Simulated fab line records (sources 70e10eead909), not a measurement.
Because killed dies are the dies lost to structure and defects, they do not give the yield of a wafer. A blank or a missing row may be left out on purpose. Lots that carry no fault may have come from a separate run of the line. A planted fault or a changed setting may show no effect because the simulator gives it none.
Chamber matching | flow nand harc | 4 sister chambers for NHARC_P_M2_DESCUM_14 on rie diel-07
The step chemistry O2, time 3 s. 14 wafers are shown with their chamber, then 7 later ones without.

## WAFERS, EACH WITH ITS CHAMBER
wafer  | chamber | showerhead plenum p Torr (Torr) | drypump motor current A (A) | oes product au (a.u.)
L075.2 | 3       | 1.84                            | 6.5                         | 1.019
L075.5 | 1       | 1.83                            | 6.3                         | 1.005
L075.6 | 3       | 1.84                            | 6.5                         | 1.017
L077.2 | 1       | 1.83                            | 6.3                         | 1.001
L077.4 | 1       | 1.83                            | 6.3                         | 0.986
L077.6 | 1       | 1.83                            | 6.3                         | 0.994
L080.1 | 2       | 2.03                            | 5.0                         | 0.982
L080.3 | 3       | 1.84                            | 6.5                         | 1.006
L080.5 | 1       | 1.83                            | 6.3                         | 0.985
L083.2 | 0       | 1.80                            | 5.3                         | 0.985
L083.4 | 1       | 1.83                            | 6.3                         | 0.986
L083.5 | 3       | 1.84                            | 6.5                         | 0.997
L089.1 | 2       | 2.02                            | 5.1                         | 0.994
L089.3 | 3       | 1.84                            | 6.5                         | 1.003

SIGNATURES (means of the wafers above)
reading                  | chamber 0 | chamber 1 | chamber 2 | chamber 3 | scatter within a chamber
showerhead plenum p Torr | 1.8000    | 1.8300    | 2.0250    | 1.8400    | 0.00224
drypump motor current A  | 5.300     | 6.300     | 5.050     | 6.500     | 0.0224
oes product au           | 0.98500   | 0.99283   | 0.98800   | 1.00840   | 0.00891
Rule: a wafer lies at a distance from a chamber equal to the root of the sum of squares, over the readings, of (its reading less the chamber's mean, divided by the reading's scatter). The wafer belongs to the nearest chamber; if the next one is less than 2 further off, it can't be placed. How the scatter is found: for the shown wafers, subtract from each reading the mean of its chamber, square and add these, divide the total by (wafers less chambers), then take the root.

## WAFERS WITH NO CHAMBER GIVEN
wafer  | showerhead plenum p Torr (Torr) | drypump motor current A (A) | oes product au (a.u.)
L089.6 | 2.02                            | 5.0                         | 0.988
L094.1 | 1.83                            | 6.3                         | 0.972
L094.3 | 2.02                            | 5.0                         | 0.995
L094.4 | 1.80                            | 5.2                         | 1.013
L097.1 | 1.83                            | 6.3                         | 0.986
L097.2 | 1.80                            | 5.2                         | 0.996
L097.5 | 1.80                            | 5.2                         | 0.998

## WHICH CHAMBER EACH ONE RAN IN
wafer  | from the rows above | in truth
L089.6 | 2                   | 2
L094.1 | 1                   | 1
L094.3 | 2                   | 2
L094.4 | 0                   | 0
L097.1 | 1                   | 1
L097.2 | 0                   | 0
L097.5 | 0                   | 0
Correct placement for 7 of the 7. Not placeable from these rows: 0. 0 placed wrongly.
